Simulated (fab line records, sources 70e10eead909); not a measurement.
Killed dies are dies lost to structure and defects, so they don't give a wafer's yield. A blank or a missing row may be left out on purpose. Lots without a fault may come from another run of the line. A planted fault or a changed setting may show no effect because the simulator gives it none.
fab line records | flow nand_harc
record lots=12 wafers=36 last_day=25
route steps=1159 shown P_M0@272 P_M1@293 END@1159
lots that met no fault: from a run of the same line without faults
start_h: hours from the record's first day to the start of the lot's first wafer shown | wait_h: hours since the lot's step before | " the same as in the row above | L1.1+2: a row that stands for several wafers | - no value, or no start given | * or withheld: withheld | < > ~ a bound
route shown NAME@n: a module of which the file shows steps, and the number in the route of the first | usual: mean/standard deviation of fault-free wafers | same: alike in all rows | chamber/n: place in a boat | sites: the reading at each site | _std_site: their standard deviation | _edge_site: outer sites' mean less inner sites' | radius_mm: how far each site lies from the wafer's centre | mask NAME#n: copy n | behind: the tool/chamber that last shaped the wafer | hold: why the lot was held/for how many hours/how that ended | device: the transistor (n, p or np) that didn't switch | end of line: the same wafers' tests at the end of the route | a step without rows: its recipe alone | killed: dies lost to structure and defects at the first sort, not the wafer's yield | map: a wafer's dies, x killed, . not, _ none there
set.NAME: the setting as run; set.NAME@STEP: as run at that earlier step | model.NAME: the simulator's own value behind a step, which no gauge read
steps of the route over a sample of lots; a table a step, a row a wafer
services: from which hour (start_h, from the record's first day; less than 0 if before it) a tool's chamber was out of use, for how many hours, and why
## steps
# step NHARC_P_M0_DEGAS_28
# recipe temp_c=250 time_s=60
# usual heater_power_w=352/47
# columns lot.wafer tool chamber start_h wait_h heater_power_w
L151.2 pvd_sputter-01 - 126.63 - 352
L151.5 " - " " 339
L151.6 " - " " 326
L154.3 pvd_sputter-02 - 130.31 - 489
L154.1 " - " " 255
L154.2 " - " " 354
L153.1 pvd_sputter-01 - 132.18 - 339
L153.4 " - " " 328
L153.2 " - " " 345
L155.2 pvd_sputter-03 - 137.30 - 342
L155.4 " - " " 375
L155.6 " - " " 375
L160.4 pvd_sputter-01 - 171.13 - 345
L160.6 " - " " 337
L160.5 " - " " 326
L163.2 pvd_sputter-01 - 191.67 - 339
L163.3 " - " " 321
L163.5 " - " " 323
L165.1 pvd_sputter-03 - 192.10 - 365
L165.6 " - " " 351
L165.5 " - " " 369
L162.4 pvd_sputter-02 - 193.04 - 479
L162.6 " - " " 309
L162.5 " - " " 262
L164.4 pvd_sputter-03 - 200.29 - 361
L164.3 " - " " 377
L164.5 " - " " 388
L166.2 pvd_sputter-03 - 213.21 - 369
L166.3 " - " " 362
L166.5 " - " " 347
L167.3 pvd_sputter-01 - 216.64 - 323
L167.4 " - " " 340
L167.5 " - " " 337
L173.3 pvd_sputter-03 - 245.72 - 371
L173.2 " - " " 337
L173.1 " - " " 394
# step NHARC_P_M0_PVD_20
# recipe target_thk_a=50 bias_v=168.6 power_w=15000 chamber_pressure_pa=0.12 time_s=8.06 substrate_temp_c=50 material=TaN
# usual throttle_valve_pct=29.8/0.97
# columns lot.wafer tool chamber start_h wait_h throttle_valve_pct
L151.2 pvd_sputter-01 - - - 29.9
L151.5 " - " " 29.7
L151.6 " - " " 28.8
L154.3 pvd_sputter-02 - - - 27.8
L154.1 " - " " 31.2
L154.2 " - " " 31.5
L153.1 pvd_sputter-01 - - - 30.9
L153.2 " - " " 30.2
L153.4 " - " " 29.8
L155.4 pvd_sputter-03 - - - 30.2
L155.2 " - " " 29.3
L155.6 " - " " 30.4
L160.4 pvd_sputter-01 - - - 29.0
L160.5 " - " " 29.5
L160.6 " - " " 29.1
L163.3 pvd_sputter-01 - - - 28.7
L163.2 " - " " 31.0
L163.5 " - " " 28.9
L165.1 pvd_sputter-03 - - - 29.7
L165.6 " - " " 29.7
L165.5 " - " " 30.0
L162.4 pvd_sputter-02 - - - 27.8
L162.6 " - " " 31.3
L162.5 " - " " 31.4
L164.3 pvd_sputter-03 - - - 29.7
L164.4 " - " " 30.1
L164.5 " - " " 29.7
L166.3 pvd_sputter-03 - - - 29.0
L166.2 " - " " 29.9
L166.5 " - " " 29.6
L167.4 pvd_sputter-01 - - - 30.5
L167.3 " - " " 30.1
L167.5 " - " " 30.5
L173.2 pvd_sputter-03 - - - 29.6
L173.1 " - " " 30.1
L173.3 " - " " 29.1
# step NHARC_P_M1_PEB_07
# recipe peb_temp_c=100 peb_time_s=65
# columns lot.wafer tool chamber start_h wait_h
L151.2+5+6 litho_track-01 0 129.67 0.1
L154.1+2+3 litho_track-04 0 133.05 0.1
L153.1+2+4 litho_track-01 0 135.12 0.1
L155.2+4+6 litho_track-01 0 144.06 0.1
L160.4+5+6 litho_track-01 0 174.05 0.1
L163.2+3+5 litho_track-01 0 194.70 0.1
L165.1+5+6 litho_track-04 0 195.01 0.1
L162.4+5+6 litho_track-01 0 196.20 0.0
L164.3+4+5 litho_track-06 0 203.38 0.0
L166.2+3+5 litho_track-04 0 216.09 0.1
L167.3+4+5 litho_track-04 0 219.52 0.0
L173.1+2+3 litho_track-04 0 248.56 0.1
# step NHARC_P_M1_CD_MEAS_09
# recipe target_cd_nm=130 landing_energy_ev=500
# usual cd_nm=130.2/0.72
# columns lot.wafer tool chamber start_h wait_h hold cd_nm
L151.2 cd_sem-02 0 129.75 - - 129.6
L151.5 " 0 " " - 130.0
L151.6 " 0 " " - 130.2
L154.1 cd_sem-03 0 133.13 - - 130.3
L154.2 " 0 " " - 130.5
L154.3 " 0 " " - 131.2
L153.1 cd_sem-02 0 135.20 - - 129.1
L153.2 " 0 " " - 129.2
L153.4 " 0 " " - 128.7
L155.2 cd_sem-03 0 144.14 - - 128.6
L155.4 " 0 " " - 128.4
L155.6 " 0 " " - 128.5
L160.4 cd_sem-02 0 174.14 - await_dispo/0.2h/release 135.9
L160.5 " 0 " " await_dispo/0.2h/release 136.8
L160.6 " 0 " " await_dispo/0.2h/release 136.7
L160.4 cd_sem-02 0 - - - 136.2
L160.5 " 0 " " - 136.4
L160.6 " 0 " " - 136.7
L163.2 cd_sem-01 0 194.78 - await_dispo/0.2h/release 137.2
L163.3 " 0 " " await_dispo/0.2h/release 137.9
L163.5 " 0 " " await_dispo/0.2h/release 136.8
L163.2 cd_sem-01 0 - - - 137.5
L163.3 " 0 " " - 137.6
L163.5 " 0 " " - 137.1
L165.1 cd_sem-01 0 195.09 - - 131.1
L165.5 " 0 " " - 129.5
L165.6 " 0 " " - 130.3
L162.4 cd_sem-03 0 196.28 - await_dispo/0.2h/release 136.6
L162.5 " 0 " " await_dispo/0.2h/release 136.0
L162.6 " 0 " " await_dispo/0.2h/release 135.5
L162.4 cd_sem-03 0 - - - 136.6
L162.5 " 0 " " - 135.9
L162.6 " 0 " " - 135.5
L164.3 cd_sem-01 0 203.46 - - 129.6
L164.4 " 0 " " - 129.6
L164.5 " 0 " " - 129.9
L166.2 cd_sem-02 0 216.17 - - 129.8
L166.3 " 0 " " - 131.7
L166.5 " 0 " " - 130.7
L167.3 cd_sem-01 0 219.60 - - 131.0
L167.4 " 0 " " - 130.9
L167.5 " 0 " " - 132.3
L173.1 cd_sem-01 0 248.64 - - 131.0
L173.2 " 0 " " - 130.4
L173.3 " 0 " " - 131.6
# step NHARC_P_M1_DESCUM_14
# recipe time_s=3 o2_flow_sccm=200 ar_flow_sccm=0 bias_power_w=0 chemistry=O2
# usual drypump_motor_current_A=5.7/0.43 oes_product_au=1.000/0.0095 rf_vpp_V=57.8/0.86 showerhead_plenum_p_Torr=1.91/0.072 throttle_valve_pct=11.311/0.0094
# columns lot.wafer tool chamber start_h wait_h drypump_motor_current_A oes_product_au rf_hours_counter_h rf_vpp_V showerhead_plenum_p_Torr throttle_valve_pct
L151.2 rie_diel-03 2 129.95 0.1 5.4 0.997 6.7 57.5 2.01 11.305
L151.6 " 0 " " 5.1 1.007 - 57.7 1.85 11.306
L151.5 " 1 " " 6.0 1.003 - 58.7 1.79 11.318
L154.2 rie_diel-04 2 133.32 0.1 5.8 1.007 0.3 57.6 2.00 11.298
L154.3 " 3 " " 5.4 0.995 0.3 58.8 1.92 11.315
L154.1 " 0 " " 5.2 0.999 0.3 55.8 1.80 11.312
L153.4 rie_diel-08 2 135.38 0.1 5.6 1.011 0 57.2 1.92 11.311
L153.2 " 3 " " 6.5 1.005 0 57.3 1.87 11.321
L153.1 " 0 " " 5.7 0.982 0 58.7 1.97 11.315
L155.2 rie_diel-03 0 144.33 0.1 5.1 1.028 6.0 58.1 1.85 11.302
L155.4 " 1 " " 6.0 1.002 6.7 58.5 1.79 11.317
L155.6 " 0 " " 5.1 1.014 - 56.4 1.85 11.301
L160.4 rie_diel-04 3 181.33 0.1 5.4 1.011 1.4 58.5 1.91 11.314
L160.5 " 2 " " 5.8 1.013 - 57.9 2.00 11.300
L160.6 " 3 " " 5.5 1.018 - 57.4 1.91 11.311
L165.1 rie_diel-03 3 195.31 0.1 5.6 1.000 10.4 59.4 2.01 11.304
L165.5 " 1 " " 6.0 1.004 - 57.0 1.78 11.312
L165.6 " 2 " " 5.4 0.998 - 59.2 2.01 11.305
L162.4 rie_diel-04 1 198.10 0.1 6.3 1.000 2.1 58.9 1.95 11.313
L162.5 " 2 " " 5.8 0.995 - 56.8 2.00 11.299
L162.6 " 3 " " 5.5 1.008 - 58.8 1.91 11.306
L163.3 rie_diel-04 2 198.45 0.1 5.8 0.997 1.9 58.8 2.00 11.303
L163.2 " 1 " " 6.4 0.991 1.9 57.0 1.96 11.326
L163.5 " 2 " " 5.8 0.988 - 58.8 2.00 11.322
L164.3 rie_diel-08 0 203.64 0.1 5.7 0.995 3.8 56.6 1.97 11.309
L164.4 " 2 " " 5.6 0.996 4.3 57.9 1.92 11.319
L164.5 " 0 " " 5.7 0.997 - 56.3 1.97 11.320
L166.2 rie_diel-08 3 216.35 0.1 6.5 1.007 4.8 56.9 1.87 11.302
L166.3 " 1 " " 5.4 0.996 3.8 56.6 1.86 11.309
L166.5 " 3 " " 6.5 1.007 - 57.9 1.87 11.298
L167.4 rie_diel-08 3 219.78 0.1 6.5 1.015 5.4 59.3 1.87 11.322
L167.3 " 0 " " 5.7 0.993 4.5 57.5 1.97 11.312
L167.5 " 3 " " 6.5 1.003 - 57.4 1.87 11.305
L173.3 rie_diel-04 3 248.83 0.1 5.4 1.006 3.3 57.6 1.91 11.309
L173.1 " 0 " " 5.2 0.991 3.3 58.1 1.80 11.322
L173.2 " 1 " " 6.3 0.995 3.5 58.3 1.95 11.320
# step NHARC_END_SORT_01
# recipe temp_c=25
# usual defect_limited_yield=95.3/1.3 killed_at_array=28/9.1 killed_at_other=0.6/0.87 killed_at_periphery=3.4/2.7 killed_dies=32/9 killed_open=3.2/1.9 killed_short=2.0/1.3 sort_bin_2_pct=1.5/0.57 sort_bin_3_pct=0.26/0.22 sort_bin_4_pct=2.9/0.91 sort_n_pass=645/9 sort_rim_yield_pct=93/3.3 sort_yield_pct=95.3/1.3
# same gross_dies=677 sort_bin_5_pct[%]=0 sort_bin_6_pct[%]=0 sort_bin_7_pct[%]=0 sort_bin_8_pct[%]=0 sort_rim_n_gross=106.00
# columns lot.wafer tool chamber start_h wait_h defect_limited_yield[%] killed_at_array killed_at_other killed_at_periphery killed_dies killed_open killed_short sort_bin_2_pct[%] sort_bin_3_pct[%] sort_bin_4_pct[%] sort_n_pass sort_rim_yield_pct[%] sort_yield_pct[%]
L163.2 prober-02 0 526.31 2.8 95.6 29 0 1 30 1 4 1.6 0.15 2.7 647 91 95.6
L163.3 prober-02 0 527.12 3.1 94.7 33 0 3 36 4 3 2.2 0 3.1 641 96 94.7
L163.5 prober-02 0 528.73 3.7 96.0 26 0 1 27 4 3 1.2 0.30 2.5 650 93 96.0
# killed by level:class
L163.2 A_SLIT:chamber_film_flake=14 A_CHANNEL_HOLE_D1:chamber_film_flake=3 A_CHANNEL_FILL_D1:chamber_film_flake=3 A_ONON_D1:geometric_particle:short=2 A_CONTACT:chamber_film_flake=2 A_CHANNEL_HOLE_D1:geometric_particle:short=1 A_WL_FILL:geometric_particle:short=1 A_WL_FILL:geometric_particle:open=1
L163.3 A_SLIT:chamber_film_flake=15 A_CHANNEL_HOLE_D1:chamber_film_flake=8 A_STAIRCASE:chamber_film_flake=2 A_CONTACT:chamber_film_flake=2 P_STI:geometric_particle:open=1 P_GATE:geometric_particle:open=1 P_CONTACT:geometric_particle:short=1 A_CHANNEL_HOLE_D1:geometric_particle:short=1
L163.5 A_SLIT:chamber_film_flake=12 A_STAIRCASE:chamber_film_flake=3 A_CHANNEL_HOLE_D1:chamber_film_flake=2 A_ONON_D1:geometric_particle:short=1 A_STAIRCASE:geometric_particle:short=1 A_WL_FILL:geometric_particle:open=1 A_WL_FILL:geometric_particle:short=1 A_CONTACT:geometric_particle:open=1
## services
# columns tool chamber start_h hours kind
rie_diel-08 3 104.66 5.9 repair
rie_diel-04 - 111.90 9.0 pm
rie_diel-04 0 111.90 9.0 vent_cycle
rie_diel-04 1 111.90 9.0 vent_cycle
rie_diel-04 2 111.90 9.0 vent_cycle
rie_diel-04 3 111.90 9.0 vent_cycle
litho_track-06 - 117.00 7.0 pm
rie_diel-04 0 120.90 - clean
rie_diel-04 1 120.90 - clean
rie_diel-04 2 120.90 - clean
rie_diel-04 3 120.90 - clean
rie_diel-08 - 124.80 9.0 pm
litho_track-04 - 141.00 7.0 pm
rie_diel-04 0 145.40 - clean
rie_diel-04 1 145.40 - clean
rie_diel-04 2 145.40 - clean
rie_diel-04 3 145.40 - clean
pvd_sputter-01 - 158.00 10.0 pm
pvd_sputter-03 - 167.14 8.3 repair
rie_diel-04 0 169.90 - clean
rie_diel-04 1 169.90 - clean
rie_diel-04 2 169.90 - clean
pvd_sputter-02 - 214.01 10.0 pm
rie_diel-03 - 215.30 9.0 pm
## key
first_sign step=NHARC_P_M1_CD_MEAS_09 reading=visit direction=added through=control_loop
effect step=NHARC_P_M1_CD_MEAS_09 reading=cd_nm direction=up sigmas=8.9 usual=130.2 struck=136.6 through=control_loop
met_at NHARC_P_M1_PEB_07
struck_lots L160,L162,L163
loop_trim step=NHARC_P_M1_EXPOSE_06 setting=dose lots=L162
not_acting_at NHARC_P_M0_DEGAS_28,NHARC_P_M0_PVD_20,NHARC_P_M1_DESCUM_14
onset_between 144.06 174.05
fault kind=process_parameter_drift tool=litho_track-01 chamber=- onset_h=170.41 steps=NHARC_P_M1_PEB_07 channel=peb_time_s offset=* shape=step end_h=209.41 acts_in=* stated=*
# loop_trim: a control loop set the setting to another value than it would have without faults
